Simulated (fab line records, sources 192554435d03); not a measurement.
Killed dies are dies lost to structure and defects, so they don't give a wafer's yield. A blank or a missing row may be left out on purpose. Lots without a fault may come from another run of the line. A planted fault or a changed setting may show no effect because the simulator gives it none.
fab line records | flow n5_finfet
record lots=9 wafers=27 last_day=18
route steps=1938 shown BEOL_M1@827 BEOL_M2@856 BEOL_M4@1111 PASSIVATION@1936
lots that met no fault: from a run of the same line without faults
start_h: hours from the record's first day to the start of the lot's first wafer shown | wait_h: hours since the lot's step before | " the same as in the row above | L1.1+2: a row that stands for several wafers | - no value, or no start given | * or withheld: withheld | < > ~ a bound
route shown NAME@n: a module of which the file shows steps, and the number in the route of the first | usual: mean/standard deviation of fault-free wafers | same: alike in all rows | chamber/n: place in a boat | sites: the reading at each site | _std_site: their standard deviation | _edge_site: outer sites' mean less inner sites' | radius_mm: how far each site lies from the wafer's centre | mask NAME#n: copy n | behind: the tool/chamber that last shaped the wafer | hold: why the lot was held/for how many hours/how that ended | device: the transistor (n, p or np) that didn't switch | end of line: the same wafers' tests at the end of the route | a step without rows: its recipe alone | killed: dies lost to structure and defects at the first sort, not the wafer's yield | map: a wafer's dies, x killed, . not, _ none there
set.NAME: the setting as run; set.NAME@STEP: as run at that earlier step | model.NAME: the simulator's own value behind a step, which no gauge read
steps of the route over a sample of lots; a table a step, a row a wafer
services: from which hour (start_h, from the record's first day; less than 0 if before it) a tool's chamber was out of use, for how many hours, and why
## steps
# step N5_BEOL_M1_ANNEAL_93
# recipe temp_c=400 time_s=240 ambient=vacuum
# usual heater_power_w=840/54
# columns lot.wafer tool chamber start_h wait_h heater_power_w
L965.1 pvd_sputter-02 - 136.48 0.0 763
L965.3 " - " " 836
L965.5 " - " " 778
L966.3 pvd_sputter-03 - 139.66 0.0 858
L966.4 " - " " 845
L966.6 " - " " 906
L971.1 pvd_sputter-03 - 164.42 0.0 835
L971.2 " - " " 764
L971.6 " - " " 838
L973.2 pvd_sputter-02 - 185.31 0.0 806
L973.4 " - " " 834
L973.6 " - " " 836
L975.1 pvd_sputter-03 - 189.77 0.0 854
L975.3 " - " " 929
L975.4 " - " " 832
L979.2 pvd_sputter-03 - 222.30 0.0 822
L979.3 " - " " 787
L979.5 " - " " 905
L986.1 pvd_sputter-01 - 256.77 0.0 828
L986.5 " - " " 762
L986.6 " - " " 834
L988.1 pvd_sputter-02 - 271.77 0.0 817
L988.4 " - " " 916
L988.5 " - " " 884
L987.1 pvd_sputter-03 - 281.39 0.0 783
L987.2 " - " " 833
L987.3 " - " " 898
# step N5_BEOL_M1_ANNEAL_95
# recipe temp_c=400 time_s=240 ambient=vacuum
# usual heater_power_w=839/54
# columns lot.wafer tool chamber start_h wait_h heater_power_w
L965.1 pvd_sputter-02 - 136.70 0.0 774
L965.3 " - " " 813
L965.5 " - " " 776
L966.3 pvd_sputter-03 - 139.88 0.0 818
L966.4 " - " " 848
L966.6 " - " " 914
L971.1 pvd_sputter-03 - 164.64 0.0 842
L971.2 " - " " 779
L971.6 " - " " 858
L973.2 pvd_sputter-02 - 185.53 0.0 840
L973.4 " - " " 850
L973.6 " - " " 811
L975.1 pvd_sputter-03 - 189.99 0.0 858
L975.3 " - " " 904
L975.4 " - " " 818
L979.2 pvd_sputter-03 - 222.52 0.0 848
L979.3 " - " " 776
L979.5 " - " " 895
L986.1 pvd_sputter-01 - 256.99 0.0 825
L986.5 " - " " 743
L986.6 " - " " 868
L988.1 pvd_sputter-02 - 271.99 0.0 818
L988.4 " - " " 917
L988.5 " - " " 895
L987.1 pvd_sputter-03 - 281.61 0.0 783
L987.2 " - " " 829
L987.3 " - " " 905
# step N5_BEOL_M2_INSPECT_13
# recipe mode=adi inspect_instrument=brightfield
# usual raw_defect_count=413/100
# columns lot.wafer tool chamber start_h wait_h raw_defect_count
L965.1 defect_inspect-01 - 140.03 0.1 471
L965.3 " - " " 332
L965.5 " - " " 369
L966.3 defect_inspect-02 - 142.00 0.0 529
L966.4 " - " " 473
L966.6 " - " " 396
L971.1 defect_inspect-02 - 168.57 0.1 271
L971.2 " - " " 390
L971.6 " - " " 436
L973.2 defect_inspect-01 - 187.84 0.0 594
L973.4 " - " " 344
L973.6 " - " " 410
L975.1 defect_inspect-01 - 193.86 0.1 315
L975.3 " - " " 457
L975.4 " - " " 369
L979.2 defect_inspect-01 - 225.40 0.0 259
L979.3 " - " " 341
L979.5 " - " " 211
L986.1 defect_inspect-02 - 259.95 0.1 507
L986.5 " - " " 634
L986.6 " - " " 574
L988.1 defect_inspect-02 - 274.52 0.1 487
L988.4 " - " " 324
L988.5 " - " " 355
L987.1 defect_inspect-01 - 284.08 0.1 488
L987.2 " - " " 359
L987.3 " - " " 647
# step N5_BEOL_M2_ETCH_74
# recipe chemistry=N2/H2 target=underlayer target_depth_a=65 mask_material=CAR-EUV time_s=5.2 ion_energy_ev=200 pressure_mtorr=30 source_w=840 bias_w=150 n2_flow_sccm=200 h2_flow_sccm=200 ends=cleared
# usual drypump_motor_current_A=5.7/0.31 etch_rf_on_time_s=5.04/0.16 oes_product_au=0.70/0.078 rf_fwd_power_W=818.9/2.4 rf_vpp_V=524.1/2.5 showerhead_plenum_p_Torr=2.54/0.082 throttle_valve_pct=17.88/0.28
# columns lot.wafer tool chamber start_h wait_h drypump_motor_current_A etch_rf_on_time_s oes_product_au rf_fwd_power_W rf_hours_counter_h rf_vpp_V showerhead_plenum_p_Torr throttle_valve_pct
L965.1 rie_diel-03 3 140.12 0.0 5.6 4.83 0.75 819.2 47 522.6 2.58 17.68
L965.3 " 2 " " 5.7 5.14 0.64 818.8 158 522.3 2.44 17.91
L965.5 " 3 " " 5.6 4.83 0.76 817.8 - 526.4 2.58 17.66
L966.3 rie_diel-01 3 142.29 0.0 5.1 5.23 0.57 818.8 248 519.4 2.39 18.03
L966.4 " 1 " " 5.9 5.32 0.69 818.4 - 527.5 2.67 17.61
L966.6 " 0 " " 6.2 4.93 0.71 818.0 - 523.6 2.54 17.81
L971.1 rie_diel-05 3 168.85 0.0 5.3 4.87 0.83 814.7 8 521.8 2.48 17.99
L971.2 " 2 " " 5.9 4.88 0.82 817.2 19 523.2 2.51 18.32
L971.6 " 2 " " 5.9 4.91 0.81 819.9 - 520.9 2.51 18.31
L973.2 rie_diel-03 1 189.34 0.0 5.4 5.00 0.61 820.3 219 520.5 2.38 17.88
L973.4 " 0 " " 5.5 5.04 0.62 818.8 199 526.6 2.62 18.24
L973.6 " 1 " " 5.4 5.04 0.61 813.0 - 520.8 2.38 17.88
L975.1 rie_diel-01 3 194.59 0.0 5.1 5.15 0.82 820.6 6 529.7 2.71 17.54
L975.3 " 2 " " 6.2 4.93 0.80 815.1 23 525.4 2.58 17.72
L975.4 " 1 " " 5.9 5.40 0.66 822.2 118 527.6 2.65 17.64
L979.2 rie_diel-03 2 225.47 0.0 5.7 5.19 0.62 821.3 184 520.0 2.43 17.94
L979.3 " 0 " " 5.5 6.35 0.53 615.2 212 576.9 2.61 18.21
L979.5 " 3 " " 5.6 4.82 0.72 821.0 - 525.9 2.57 17.72
L986.1 rie_diel-05 0 260.02 0.0 5.8 5.17 0.63 818.9 208 521.3 2.51 17.87
L986.5 " 0 " " 5.8 5.18 0.63 818.5 - 524.9 2.51 17.90
L986.6 " 3 " " 5.3 4.88 0.77 819.0 - 522.2 2.47 18.02
L988.1 rie_diel-01 1 274.60 0.0 5.9 5.41 0.63 821.2 142 525.4 2.64 17.68
L988.4 " 0 " " 6.2 4.92 0.67 818.2 159 523.0 2.52 17.93
L988.5 " 3 " " 5.2 5.12 0.76 816.1 - 528.9 2.69 17.61
L987.1 rie_diel-05 2 284.15 0.0 5.9 4.82 0.76 821.2 52 520.6 2.50 18.37
L987.2 " 3 " " 5.3 4.88 0.77 813.0 43 520.8 2.47 18.03
L987.3 " 0 " " 5.8 5.13 0.62 817.0 214 523.7 2.51 17.88
# step N5_BEOL_M4_RC_MEAS_101
# usual DIBL_N=35.4/2.1 DIBL_P=34.8/2.6 IOFF_N=0.15/0.037 IOFF_P=0.19/0.037 ION_N=677/16 ION_P=462/9.3 SS_N=71.4/0.75 SS_P=72.9/0.77 VT_N=250/3.7 VT_P=-251/3.5
# columns lot.wafer tool chamber start_h wait_h DIBL_N[mV/V] DIBL_P[mV/V] IOFF_N[nA/um] IOFF_P[nA/um] ION_N[uA/um] ION_P[uA/um] SS_N[mV/dec] SS_P[mV/dec] VT_N[mV] VT_P[mV]
L965.1 prober-01 0 183.49 0.0 35.6 34.3 0.13 0.14 654 441 71.5 72.4 255 -257
L965.3 " 0 " " 39.3 38.9 0.22 0.20 684 455 73.0 73.8 247 -256
L965.5 " 0 " " 37.9 37.1 0.19 0.18 686 455 72.5 73.3 249 -254
L966.3 prober-02 0 183.90 0.3 34.8 32.0 0.13 0.19 679 472 70.9 72.6 250 -248
L966.4 " 0 " " 35.0 32.7 0.14 0.20 682 478 71.0 72.5 249 -250
L966.6 " 0 " " 33.1 30.1 0.11 0.17 672 470 70.0 72.6 253 -251
L971.1 prober-01 0 202.96 0.5 34.8 33.8 0.13 0.16 664 456 71.1 73.1 251 -257
L971.2 " 0 " " 37.2 36.0 0.16 0.18 678 457 71.7 73.2 248 -253
L971.6 " 0 " " 34.0 32.3 0.12 0.13 660 448 70.9 71.5 255 -257
L973.2 prober-01 0 226.06 0.2 35.4 34.8 0.16 0.21 662 463 71.6 72.6 246 -248
L973.4 " 0 " " 33.4 32.0 0.12 0.17 666 464 71.6 72.0 251 -251
L973.6 " 0 " " 37.0 37.2 0.20 0.26 682 465 73.0 73.6 245 -245
L975.1 prober-01 0 231.34 0.7 36.0 34.6 0.13 0.21 649 450 71.0 73.0 250 -251
L975.3 " 0 " " 36.2 34.6 0.15 0.20 677 466 71.3 73.2 246 -252
L975.4 " 0 " " 37.3 35.1 0.15 0.19 661 450 71.3 72.4 249 -251
L979.2 prober-01 0 255.53 0.2 33.4 32.6 0.11 0.17 661 455 71.3 72.1 254 -250
L979.3 " 0 " " 32.9 31.6 0.10 0.15 643 453 70.7 72.0 260 -253
L979.5 " 0 " " 36.4 34.9 0.15 0.20 652 452 72.4 72.8 253 -249
L986.1 prober-01 0 303.81 0.3 40.6 40.7 0.28 0.31 709 480 73.2 74.6 241 -246
L986.5 " 0 " " 38.2 37.9 0.23 0.25 708 479 72.2 73.6 244 -245
L986.6 " 0 " " 36.6 36.7 0.18 0.22 702 478 72.0 73.9 246 -247
L988.1 prober-02 0 326.03 0.0 38.0 40.0 0.22 0.26 710 477 72.6 73.7 242 -247
L988.4 " 0 " " 36.1 37.1 0.18 0.23 701 476 71.7 73.3 247 -250
L988.5 " 0 " " 36.0 36.9 0.17 0.21 689 467 71.4 73.6 246 -250
L987.1 prober-01 0 327.31 0.0 35.5 35.0 0.15 0.23 676 468 71.7 73.1 254 -243
L987.2 " 0 " " 32.7 31.9 0.11 0.18 672 472 70.3 71.7 254 -247
L987.3 " 0 " " 35.4 36.6 0.16 0.25 688 474 71.5 72.9 249 -244
# step N5_PASSIVATION_PROBE_49
# usual defect_limited_yield=90.5/1.7 killed_at_M0_to_M3=37/12 killed_at_M4_up=14/5.2 killed_at_contacts=12/5.9 killed_at_front_end=45/14 killed_at_other=3.5/2.8 killed_dies=112/21 killed_open=73/15 killed_short=36/8.9 sort_bin_4_leakage=0.00/0.007 sort_bin_5_function=5.6/1.2 sort_bin_6_memory=3.5/0.68 sort_bin_8_speed=0.01/0.1 sort_n_pass=1068/21 sort_yield_pct=90.5/1.8
# same gross_dies=1180 killed_at_back_side=0
# columns lot.wafer tool chamber start_h wait_h defect_limited_yield[%] killed_at_M0_to_M3 killed_at_M4_up killed_at_contacts killed_at_front_end killed_at_other killed_dies killed_open killed_short sort_bin_4_leakage[%] sort_bin_5_function[%] sort_bin_6_memory[%] sort_bin_8_speed[%] sort_n_pass sort_yield_pct[%]
L965.1 prober-01 - 294.41 0.0 88.6 46 10 20 49 9 134 92 36 0 6.6 4.1 0 1046 88.6
L965.3 prober-01 - 294.51 0.1 88.5 43 6 26 60 1 136 88 44 0 7.3 4.0 0 1044 88.5
L965.5 prober-01 - 294.61 0.2 89.2 52 11 21 41 3 128 93 35 0 6.4 4.0 0 1052 89.2
L971.1 prober-02 - 324.27 0.0 91.9 40 19 15 15 6 95 64 30 0 4.4 3.5 0 1085 91.9
L971.2 prober-02 - 324.32 0.1 92.5 33 15 11 29 0 88 58 29 0 4.0 3.1 0 1092 92.5
L971.6 prober-02 - 324.52 0.3 90.9 48 19 14 23 3 107 70 36 0 5.4 3.2 0 1073 90.9
L973.2 prober-02 - 332.77 0.1 91.9 41 15 5 35 0 96 67 24 0 4.5 3.3 0 1084 91.9
L973.4 prober-02 - 332.87 0.2 90.5 28 12 12 58 2 112 82 26 0 5.3 4.0 0 1068 90.5
L973.6 prober-02 - 332.97 0.3 92.5 29 27 7 24 2 89 68 18 0 4.3 3.1 0 1091 92.5
L987.1 prober-01 - 436.39 0.0 91.9 48 15 8 23 1 95 51 40 0 4.7 3.1 0.08 1085 91.9
L987.2 prober-01 - 436.44 0.1 94.8 18 12 11 18 2 61 39 21 0 3.2 1.6 0 1119 94.8
L987.3 prober-01 - 436.49 0.1 91.9 43 11 7 32 2 95 66 26 0 4.7 2.8 0 1085 91.9
# killed by level:class
L965.1 MOL_CONTACT_COAG:geometric_particle:open=16 BEOL_M3:geometric_particle:open=14 STI_FIN_REVEAL:geometric_particle:open=9 BEOL_M0_SAQP:geometric_particle:open=9 ILD0:geometric_particle:open=8 BEOL_M2:geometric_particle:open=8 FIN_SAQP:geometric_particle:open=7 BEOL_M0_SAQP:geometric_particle:short=6
L965.3 MOL_CONTACT_COAG:geometric_particle:open=19 BEOL_M0_SAQP:geometric_particle:short=18 FIN_SAQP:geometric_particle:open=16 STI_FIN_REVEAL:geometric_particle:open=11 BEOL_M0_SAQP:geometric_particle:open=11 DUMMY_GATE:geometric_particle:open=7 MOL_CONTACT_COAG:geometric_particle:short=7 BEOL_M2:geometric_particle:open=5
L965.5 MOL_CONTACT_COAG:geometric_particle:open=19 BEOL_M3:geometric_particle:open=14 STI_FIN_REVEAL:geometric_particle:open=11 BEOL_M2:geometric_particle:open=10 BEOL_M0_SAQP:geometric_particle:short=9 BEOL_M0_SAQP:geometric_particle:open=8 DUMMY_GATE:geometric_particle:open=6 FIN_SAQP:geometric_particle:open=5
L971.1 MOL_CONTACT_COAG:geometric_particle:open=11 BEOL_M0_SAQP:geometric_particle:open=10 BEOL_M3:geometric_particle:open=9 BEOL_M4:geometric_particle:open=9 BEOL_M0_SAQP:geometric_particle:short=8 STI_FIN_REVEAL:geometric_particle:open=4 DUMMY_GATE:geometric_particle:open=4 MOL_CONTACT_COAG:geometric_particle:short=4
L971.2 BEOL_M0_SAQP:geometric_particle:open=13 MOL_CONTACT_COAG:geometric_particle:open=9 BEOL_M0_SAQP:geometric_particle:short=7 ILD0:geometric_particle:open=6 GATE_CUT:geometric_particle:short=6 FIN_SAQP:geometric_particle:short=5 BEOL_M4:geometric_particle:open=5 BEOL_M1:geometric_particle:open=4
L971.6 BEOL_M0_SAQP:geometric_particle:open=16 BEOL_M0_SAQP:geometric_particle:short=13 MOL_CONTACT_COAG:geometric_particle:open=12 BEOL_M4:geometric_particle:open=8 BEOL_M1:geometric_particle:open=7 BEOL_M3:geometric_particle:open=5 DUMMY_GATE:geometric_particle:short=4 ILD0:geometric_particle:open=4
L973.2 BEOL_M0_SAQP:geometric_particle:open=8 BEOL_M2:geometric_particle:open=8 STI_FIN_REVEAL:geometric_particle:open=7 BEOL_M0_SAQP:geometric_particle:short=7 BEOL_M3:geometric_particle:open=6 FIN_SAQP:geometric_particle:short=5 BEOL_M4:geometric_particle:open=5 STARTING-WAFER:geometric_particle:open=5
L973.4 STI_FIN_REVEAL:geometric_particle:open=16 FIN_SAQP:geometric_particle:open=12 MOL_CONTACT_COAG:geometric_particle:open=11 BEOL_M2:geometric_particle:open=11 FIN_SAQP:geometric_particle:short=6 STARTING-WAFER:geometric_particle:open=6 BEOL_M0_SAQP:geometric_particle:open=5 DUMMY_GATE:geometric_particle:open=4
L973.6 BEOL_M4:geometric_particle:open=15 BEOL_M2:geometric_particle:open=14 STI_FIN_REVEAL:geometric_particle:open=7 FIN_SAQP:geometric_particle:open=4 MOL_CONTACT_COAG:geometric_particle:short=4 BEOL_M1:geometric_particle:open=4 DUMMY_GATE:geometric_particle:open=3 MOL_CONTACT_COAG:geometric_particle:open=3
L987.1 BEOL_M0_SAQP:geometric_particle:short=18 BEOL_M0_SAQP:geometric_particle:open=14 MOL_CONTACT_COAG:geometric_particle:open=7 BEOL_M3:geometric_particle:open=5 BEOL_M4:geometric_particle:open=5 FIN_SAQP:geometric_particle:short=4 BEOL_M2:geometric_particle:open=4 GATE_CUT:geometric_particle:short=3
L987.2 MOL_CONTACT_COAG:geometric_particle:open=8 FIN_SAQP:geometric_particle:short=7 BEOL_M4:geometric_particle:open=6 BEOL_M0_SAQP:geometric_particle:open=4 MOL_CONTACT_COAG:geometric_particle:short=3 BEOL_M0_SAQP:geometric_particle:short=3 BEOL_M3:geometric_particle:open=3 BEOL_M6:geometric_particle:open=3
L987.3 BEOL_M0_SAQP:geometric_particle:open=16 FIN_SAQP:geometric_particle:short=7 STI_FIN_REVEAL:geometric_particle:open=7 BEOL_M0_SAQP:geometric_particle:short=7 FIN_SAQP:geometric_particle:open=6 MOL_CONTACT_COAG:geometric_particle:open=6 DUMMY_GATE:geometric_particle:open=5 BEOL_M3:geometric_particle:open=5
## services
# columns tool chamber start_h hours kind
pvd_sputter-02 - 116.54 1.6 repair
rie_diel-01 2 134.57 - clean
rie_diel-01 2 134.57 - consumable_replace:esc
rie_diel-01 2 134.57 - consumable_replace:focus_ring
rie_diel-01 2 134.57 18.7 scheduled_down
rie_diel-01 2 134.57 18.7 vent_cycle
pvd_sputter-01 - 137.28 15.4 repair
rie_diel-01 - 141.22 1.0 repair
rie_diel-05 - 143.37 14.6 pm
rie_diel-03 3 149.91 2.5 repair
rie_diel-01 3 153.44 - clean
rie_diel-01 3 153.44 - consumable_replace:focus_ring
rie_diel-01 3 153.44 - consumable_replace:showerhead
rie_diel-01 3 153.44 27.5 scheduled_down
rie_diel-01 3 153.44 27.5 vent_cycle
rie_diel-05 - 180.40 15.6 pm
rie_diel-03 - 253.52 0.4 repair
rie_diel-05 0 265.47 8.7 repair
rie_diel-03 1 276.68 - clean
rie_diel-03 1 276.68 - consumable_replace:focus_ring
rie_diel-03 1 276.68 - consumable_replace:showerhead
rie_diel-03 1 276.68 18.7 scheduled_down
rie_diel-03 1 276.68 18.7 vent_cycle
rie_diel-05 2 279.25 2.4 repair
## key
first_sign step=N5_BEOL_M2_ETCH_74 reading=rf_fwd_power_W direction=down sigmas=87 usual=* struck=*
effect step=N5_BEOL_M2_ETCH_74 reading=rf_vpp_V direction=up sigmas=22 usual=524.1 struck=576.9
met_at N5_BEOL_M2_ETCH_74
struck_lots L979
struck_wafers L979.3
not_acting_at N5_BEOL_M1_ANNEAL_93,N5_BEOL_M1_ANNEAL_95,N5_BEOL_M2_INSPECT_13
onset_between 189.34 225.47
fault kind=process_parameter_drift tool=rie_diel-03 chamber=0 onset_h=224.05 steps=N5_BEOL_M2_ETCH_74 channel=source_w offset=-201.6 shape=step end_h=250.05 acts_in=these_recipes_only stated=840
